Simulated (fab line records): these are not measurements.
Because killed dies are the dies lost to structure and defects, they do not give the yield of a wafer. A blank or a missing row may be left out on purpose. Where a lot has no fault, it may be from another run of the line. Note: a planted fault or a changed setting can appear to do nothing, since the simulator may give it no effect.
A struck lot beside a sound one || flow n5Finfet || 16 out of 1938 route steps
Sound: these wafers, L967.3, L967.5, L967.6. Struck: wafers L969.1, L969.2, L969.5. The cause comes at the end.
Order at every step that has rows: each side's tool, ch and its chambers, its first start. Under that, the readings that differ: sound wafers || struck wafers || difference of the means || sigmas: that difference in standard deviations of wafers without a fault.
alike: readings whose means differ by less than 2 such deviations, and words and numbers that are the same on both sides. not compared: withheld readings, readings that some wafer has no value for, bounds like >300 that may hide the same value, and numbers for which the record gives no deviation and whose values overlap.
Wherever a step has rows on one side only, a row that says differs or no value, or a row with sigmas, the two part there. Non-overlapping numbers with no deviation appear without sigmas and do not part them. Lack of a reading on every wafer of one side parts them only where that side has two or more wafers.

N5_MOL_CONTACT_COAG_CD_MEAS_08: target cd 28 nm.
  sound on cdSem-02 ch 0, day 5 09:04; struck on cdSem-01 ch 0, day 5 22:55
  alike: cdNm
N5_MOL_CONTACT_COAG_OVL_MEAS_09:
  sound on overlay-01 ch 0, day 5 09:07; struck on overlay-01 ch 0, day 5 22:57
  alike: CA_OVL
N5_MOL_CONTACT_COAG_INSPECT_10: inspects for defects (brightfield).
  struck on defectInspect-02, day 5 23:01; sound on defectInspect-01, day 5 09:10
  alike: rawDefectCount
then, 1 step without rows for these wafers: N5_MOL_CONTACT_COAG_DESCUM_13 (chemistry O2, time 7 s).
N5_MOL_CONTACT_COAG_ETCH_59: etches underlayer in N2/H2, target depth 13 nm, time 10.4 s.
  sound on rieDiel-04 ch 0,1,3, day 5 09:28; struck on rieDiel-04 ch 0,1, day 5 23:05
  alike: biasW, chamberPressureMTorr, drypumpMotorCurrentA, etchRfOnTimeS, oesProductAu, rfVppV, showerheadPlenumPTorr, throttleValvePct
  not compared: rfHoursCounterH
N5_MOL_CONTACT_COAG_ETCH_105: etches SiARC in CF4, target depth 15.6 nm, time 26 s.
  sound on rieDiel-04 ch 0,1,3, day 5 09:29; struck on rieDiel-04 ch 0,1, day 5 23:06
  alike: biasW, cf4FlowSccm, chamberPressureMTorr, drypumpMotorCurrentA, etchRfOnTimeS, oesProductAu, rfVppV, showerheadPlenumPTorr, throttleValvePct
  not compared: rfHoursCounterH
then, 3 steps without rows for these wafers: N5_MOL_CONTACT_COAG_ETCH_106 (etches SOC in N2/H2, target depth 80 nm, overetch 16 nm, time 120 s); N5_MOL_CONTACT_COAG_STRIP_107 (strips in N2/H2); N5_MOL_CONTACT_COAG_STRIP_108 (strips in N2/H2).
N5_MOL_CONTACT_COAG_CONTACT_ETCH_14: etches SiO2 in C4F6/O2, target depth 27.5 nm, overetch 8.5 nm, time 20 s.
  sound on rieDiel-04 ch 0,1,3, day 5 09:37; struck on rieDiel-04 ch 0,1, day 5 23:14
  alike: C4F6_flow_sccm, O2_flow_sccm, biasW, chamberPressureMTorr, drypumpMotorCurrentA, oesProductAu, rfVppV, showerheadPlenumPTorr, throttleValvePct
  not compared: rfHoursCounterH
then, 1 step without rows for these wafers: N5_MOL_CONTACT_COAG_STRIP_109 (strips in C4F6/O2).
N5_MOL_CONTACT_COAG_ETCH_15: etches SiNx in CH3F/O2, stops on Si:P, target depth 7 nm.
  sound on rieDiel-04 ch 0,1,3, day 5 09:38; struck on rieDiel-04 ch 0,1, day 5 23:16
  alike: CH3F_flow_sccm, O2_flow_sccm, biasW, chamberPressureMTorr, drypumpMotorCurrentA, oesProductAu, rfVppV, showerheadPlenumPTorr, throttleValvePct
  not compared: rfHoursCounterH
N5_MOL_CONTACT_COAG_ETCH_110: etches Si in CF4/O2, target depth 2.5 nm, time 8 s.
  sound on rieDiel-04 ch 0,1,3, day 5 09:42; struck on rieDiel-04 ch 0,1, day 5 23:20
  no value came back on the struck wafers for any of 8 readings (O2_flow_sccm (sccm), biasW (W) and others); on the sound wafers O2_flow_sccm (sccm) reads 9.952 9.984 10.056
{"reading": "model.SiGe-B_of_SD_EPI_P_EPI_21.thkNm (nm)", "sound": "58.6 58.2 58", "struck": "59.8 59 59.2", "difference": "+1.1", "sigmas": ""}
{"reading": "model.SOC_of_MOL_CONTACT_COAG_COAT_103.thkNm (nm)", "sound": "74.2 74 74", "struck": "75.4 75 75.4", "difference": "+1.2", "sigmas": ""}
  not compared: rfHoursCounterH
N5_MOL_CONTACT_COAG_STRIP_98: strips in N2/H2.
  sound on rieDiel-04 ch 0,1,3, day 5 09:45; struck on rieDiel-04 ch 0,1, day 5 23:23
  alike: chamberPressureMTorr, drypumpMotorCurrentA, oesProductAu, rfVppV, showerheadPlenumPTorr, throttleValvePct
  not compared: rfHoursCounterH
-- a jump in the record: the struck wafers' starts before and after are 3 days apart (it breaks off in module MOL_CONTACT_COAG and resumes in module BEOL_M4, where the first step shown is number 1111 of the route) --
N5_BEOL_M4_RC_MEAS_101:
  sound on prober-01 ch 0, day 8 19:26; struck on prober-01 ch 0, day 9 10:50
{"reading": "ION_N (uA/um)", "sound": "657 657 657", "struck": "688 694 684", "difference": "+32", "sigmas": "+2"}
  alike: DIBL_N, DIBL_P, IOFF_N, IOFF_P, ION_P, SS_N, SS_P, VT_N, VT_P
N5_PASSIVATION_PROBE_49:
  rows exist in the record for the sound wafers here (prober-02, day 13 05:17), none for the struck ones

## WHERE THEY PART
Last at N5_PASSIVATION_PROBE_49 as far as this record goes, first at N5_MOL_CONTACT_COAG_ETCH_110.

WHY: what the simulator had put in
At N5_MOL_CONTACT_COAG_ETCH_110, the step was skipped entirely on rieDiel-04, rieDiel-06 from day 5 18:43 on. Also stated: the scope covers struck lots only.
